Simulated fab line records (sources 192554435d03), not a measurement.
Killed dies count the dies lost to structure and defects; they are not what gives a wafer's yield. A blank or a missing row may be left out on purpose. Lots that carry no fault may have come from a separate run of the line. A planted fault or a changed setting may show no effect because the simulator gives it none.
Chamber matching	flow n5_finfet	N5_BEOL_M4_CO_CAP_55 on cvd_co-01 has 3 sister chambers
The step material Co, precursor CCTBA/H2, target thk 2 nm, time 102.1 s. 3 wafers are shown with their chamber, then 12 later ones without.

== EACH WAFER AND ITS CHAMBER ==
wafer	chamber	heater_power_w (W)
L083.2	1	227
L095.5	0	203
L095.6	2	210

== WAFERS MISSING THEIR CHAMBER ==
wafer	heater_power_w (W)
L085.2	214
L085.4	211
L085.6	225
L091.1	209
L091.2	235
L091.3	209
L093.2	215
L093.3	225
L093.6	227
L097.1	202
L097.3	215
L097.6	200

== CHAMBER TAKEN BY EACH ==
wafer	from the rows above	in truth
L085.2	can't be placed: 2 or 0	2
L085.4	can't be placed: 2 or 0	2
L085.6	1	1
L091.1	can't be placed: 2 or 0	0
L091.2	1	1
L091.3	can't be placed: 2 or 0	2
L093.2	can't be placed: 2 or 0 or 1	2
L093.3	1	1
L093.6	1	1
L097.1	can't be placed: 0 or 2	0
L097.3	can't be placed: 2 or 0 or 1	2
L097.6	can't be placed: 0 or 2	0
Correct placement for 4 of the 12. Unplaceable from these rows: 8, with the true chamber sitting among the candidates in 8. 0 placed wrongly.
How it was worked out, from the rows above alone: a wafer's distance from a chamber is the root of the sum, over the readings, of the square of ((its reading less the chamber's mean) divided by the reading's scatter). The wafer belongs to the nearest chamber; if the next one is less than 2 further off, it can't be placed. For every chamber, the mean is computed from those of its wafers that are shown. The scatter: with one shown wafer a chamber, the root of the mean of the squares of how far each hidden wafer lies from its nearest shown one.
